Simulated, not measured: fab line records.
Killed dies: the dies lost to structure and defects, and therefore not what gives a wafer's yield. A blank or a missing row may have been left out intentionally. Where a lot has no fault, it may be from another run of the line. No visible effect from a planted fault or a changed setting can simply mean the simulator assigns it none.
Chamber matching	flow n5Finfet	4 sister chambers for N5_BEOL_M0_SAQP_MANDREL_ETCH_103 on rieSi-01
The step etches a-Si in HBr/Cl2, stops on SiCN, target depth 45 nm, bt time 10 s, time 27 s. 7 wafers are shown with their chamber, then 7 later ones without.

## WAFERS PAIRED WITH THEIR CHAMBERS
wafer	chamber	oesProductAu (a.u.)
L079.4	0	0.664
L081.4	1	0.674
L086.1	2	0.656
L086.2	3	0.688
L086.3	1	0.677
L088.1	3	0.681
L088.4	2	0.667

## WAFERS WHOSE CHAMBER IS MISSING
wafer	oesProductAu (a.u.)
L088.5	0.701
L092.1	0.681
L092.3	0.661
L092.6	0.656
L097.2	0.670
L097.4	0.662
L097.6	0.705

## EACH ONE'S CHAMBER
wafer	from the rows above	in truth
L088.5	can't be placed: 3 or 1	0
L092.1	can't be placed: 3 or 1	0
L092.3	can't be placed: 2 or 0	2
L092.6	can't be placed: 2 or 0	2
L097.2	can't be placed: 1 or 0 or 2 or 3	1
L097.4	can't be placed: 2 or 0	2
L097.6	can't be placed: 3 or 1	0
Placed correctly: 0 of 7. Can't be placed from these rows: 7 (the true chamber is among the candidates in 4). Wrongly placed: 0.
How it was worked out, from the rows above alone: a wafer's distance from a chamber is the root of the sum, over the readings, of the square of ((its reading less the chamber's mean) divided by the reading's scatter). The wafer belongs to the nearest chamber; if the next one is less than 2 further off, it can't be placed. The mean given for a chamber averages the wafers shown for that chamber. The scatter: take each reading less its chamber's mean, square it, sum over the shown wafers, divide by the number of wafers less the number of chambers, and take the root.
